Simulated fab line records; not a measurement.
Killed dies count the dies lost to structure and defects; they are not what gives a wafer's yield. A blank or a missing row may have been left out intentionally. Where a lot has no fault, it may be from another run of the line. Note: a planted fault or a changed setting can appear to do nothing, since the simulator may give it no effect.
Matching of chambers ; flow n5_finfet ; rie_diel-04 running N5_BEOL_M4_ETCH_74: 4 sister chambers
The step etches underlayer in N2/H2, target depth 6.5 nm, time 5.2 s. 8 wafers are shown with their chamber, then 8 later ones without.

## WAFERS, EACH WITH ITS CHAMBER
wafer;chamber;showerhead_plenum_p_Torr (Torr);drypump_motor_current_A (A)
L077.5;2;2.63;5.6
L078.4;1;2.70;6.2
L080.3;3;2.68;5.6
L080.5;0;2.46;5.5
L081.1;3;2.68;5.7
L081.4;0;2.46;5.5
L081.6;2;2.62;5.6
L082.1;1;2.70;6.2

## WAFERS WHOSE CHAMBER IS MISSING
wafer;showerhead_plenum_p_Torr (Torr);drypump_motor_current_A (A)
L082.4;2.62;5.6
L082.5;2.62;5.6
L088.1;2.68;5.7
L088.2;2.46;5.5
L088.6;2.46;5.5
L095.2;2.61;5.6
L095.3;2.45;5.5
L095.6;2.69;6.2

## WHICH CHAMBER EACH WENT THROUGH
wafer;from the rows above;in truth
L082.4;2;2
L082.5;2;2
L088.1;3;3
L088.2;0;0
L088.6;0;0
L095.2;2;2
L095.3;0;0
L095.6;1;1
Correct placement for 8 of the 8. From these rows, 0 cannot be placed. Wrongly placed: 0.
How it was worked out, from the rows above alone: a wafer's distance from a chamber is the root of the sum, over the readings, of the square of ((its reading less the chamber's mean) divided by the reading's scatter). The wafer belongs to the nearest chamber; if the next one is less than 2 further off, it can't be placed. For every chamber, the mean is computed from those of its wafers that are shown. The scatter: the root of (the sum of the squares of (reading less its chamber's mean) over the shown wafers, divided by (wafers less chambers)).
